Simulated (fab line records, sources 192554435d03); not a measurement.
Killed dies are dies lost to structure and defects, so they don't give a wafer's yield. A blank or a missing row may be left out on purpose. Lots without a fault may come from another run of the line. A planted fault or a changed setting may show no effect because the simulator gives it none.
Split-lot experiment | flow n5_finfet | 7 lots, 21 wafers read, on a route of 1938 steps

THE SPLIT
At N5_MOL_CONTACT_COAG_VIA_ETCH_46 (etches SiO2 in C4F6/O2, target depth 46 nm, overetch 9.2 nm, time 40 s), the setting bias_w was moved away from the recipe's 455 W on 6 of the 21 wafers read, by -10.9% to +16.4%. The other wafers ran this setting at the recipe's value.

The reading is taken at the split's own step.

THE READING
rf_vpp_V, in V, at N5_MOL_CONTACT_COAG_VIA_ETCH_46 (etches SiO2 in C4F6/O2, target depth 46 nm, overetch 9.2 nm, time 40 s). Fault-free wafers of this fab line usually give 1575 V, standard deviation 32 V.

wafer  | tool, chamber at the split | bias_w as run, W | against the recipe | rf_vpp_V, V | against lot-mates on the recipe
L075.2 | rie_diel-04, 3             | 455              | recipe             | 1540        | -
L075.4 | rie_diel-04, 1             | 479.5            | +5.4%              | 1660        | +120
L075.5 | rie_diel-04, 1             | 479.5            | +5.4%              | 1660        | +120
L078.1 | rie_diel-06, 2             | 405.5            | -10.9%             | 1414        | -152
L078.3 | rie_diel-06, 0             | 455              | recipe             | 1593        | -
L078.5 | rie_diel-06, 2             | 455              | recipe             | 1540        | -
L077.4 | rie_diel-02, 3             | 529.6            | +16.4%             | 1831        | +220
L077.5 | rie_diel-02, 2             | 455              | recipe             | 1586        | -
L077.6 | rie_diel-02, 3             | 455              | recipe             | 1636        | -
L081.2 | rie_diel-02, 2             | 509.1            | +11.9%             | 1723        | +138
L081.5 | rie_diel-02, 0             | 509.1            | +11.9%             | 1704        | +119
L081.6 | rie_diel-02, 2             | 455              | recipe             | 1585        | -
L082.1 | rie_diel-06, 1             | 455              | recipe             | 1578        | -
L082.4 | rie_diel-06, 0             | 455              | recipe             | 1593        | -
L082.5 | rie_diel-06, 1             | 455              | recipe             | 1578        | -
L084.2 | rie_diel-04, 0             | 455              | recipe             | 1582        | -
L084.3 | rie_diel-04, 3             | 455              | recipe             | 1539        | -
L084.6 | rie_diel-04, 2             | 455              | recipe             | 1566        | -
L086.1 | rie_diel-02, 0             | 455              | recipe             | 1564        | -
L086.2 | rie_diel-02, 1             | 455              | recipe             | 1519        | -
L086.3 | rie_diel-02, 2             | 455              | recipe             | 1586        | -

THE FIT
A straight line over all 21 wafers: rf_vpp_V changes by +14.1 V for each +1% of bias_w; r = +0.95; the points scatter about the line by 28 V.
The same after taking each lot's own level away (the mean of its wafers on the recipe; 21 wafers): +13.1 V for each +1%; r = +0.95; scatter 26 V.
On that fit, the largest move of bias_w shifts the reading by 2.1e+02 V.
The lots' own levels span 1540.0 to 1611.0 V, that is 2.2 times the standard deviation above.
So the lot-to-lot level changes the slope little: the two slopes agree.
Check: with one of the wafers moved furthest among these (+16.4%) left out of the fit, the line predicts +215 V for it against its lot-mates. It came out at +220 V against them.
Tool readings at the split's step, against how far the setting was moved: rf_vpp_V r = +0.95.

OTHER SPLITS ON THESE WAFERS
These wafers also went through other splits before the reading. Each is held against what the fit with the lots' levels taken away leaves over:
other split on the same wafers          | wafers away from the commonest value | r with rf_vpp_V (lot level and that fit taken away)
N5_HKMG_FIN_PEB_10 peb_time_s           | 8                                    | -0.14
N5_MOL_CONTACT_COAG_EXPOSE_05 dose_mj   | 3                                    | -0.28
N5_MOL_CONTACT_COAG_ETCH_105 bias_w     | 11                                   | -0.20
N5_MOL_CONTACT_COAG_ETCHBACK_135 time_s | 8                                    | -0.30

THE FILE'S OWN FIT
rf_vpp_V changes by +13.3 V for each +1% of bias_w, r = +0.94.
